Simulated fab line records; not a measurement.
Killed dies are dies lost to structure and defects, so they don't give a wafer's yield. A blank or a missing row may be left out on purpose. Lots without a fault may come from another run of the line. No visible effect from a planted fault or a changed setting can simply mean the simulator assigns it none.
Matching of chambers    flow n5-finfet    N5_BEOL_M8_STRIP_67 on rie-diel-04 has 4 sister chambers
The step strips in CF4. 8 wafers are shown with their chamber, then 11 later ones without.

EACH WAFER AND ITS CHAMBER
wafer   chamber  drypump-motor-current-A (A)  showerhead-plenum-p-Torr (Torr)
L085.3  0        6.4                          1.89
L088.5  0        6.4                          1.89
L089.4  2        5.5                          1.83
L089.5  3        6.5                          1.84
L092.1  2        5.4                          1.83
L092.2  1        5.3                          1.79
L092.5  3        6.5                          1.84
L096.1  1        5.3                          1.78

WAFERS MISSING THEIR CHAMBER
wafer   drypump-motor-current-A (A)  showerhead-plenum-p-Torr (Torr)
L096.2  6.5                          1.84
L096.3  6.4                          1.89
L095.1  6.5                          1.84
L095.2  5.3                          1.78
L095.3  6.4                          1.89
L095.4  5.4                          1.83
L095.5  6.5                          1.84
L095.6  6.4                          1.89
L094.1  5.3                          1.78
L094.4  6.4                          1.89
L094.5  5.4                          1.83

CHAMBER TAKEN BY EACH
wafer   from the rows above  in truth
L096.2  3                    3
L096.3  0                    0
L095.1  3                    3
L095.2  1                    1
L095.3  0                    0
L095.4  2                    2
L095.5  3                    3
L095.6  0                    0
L094.1  1                    1
L094.4  0                    0
L094.5  2                    2
Correctly placed: 11 of 11. Not placeable from these rows: 0. Wrongly placed: 0.
How it was worked out, from the rows above alone: a wafer's distance from a chamber is the root of the sum, over the readings, of the square of ((its reading less the chamber's mean) divided by the reading's scatter). The wafer belongs to the nearest chamber; if the next one is less than 2 further off, it can't be placed. The mean given for a chamber averages the wafers shown for that chamber. The scatter is the square root of a quotient: the sum, over the shown wafers, of each reading's squared deviation from its chamber's mean, divided by wafers minus chambers.
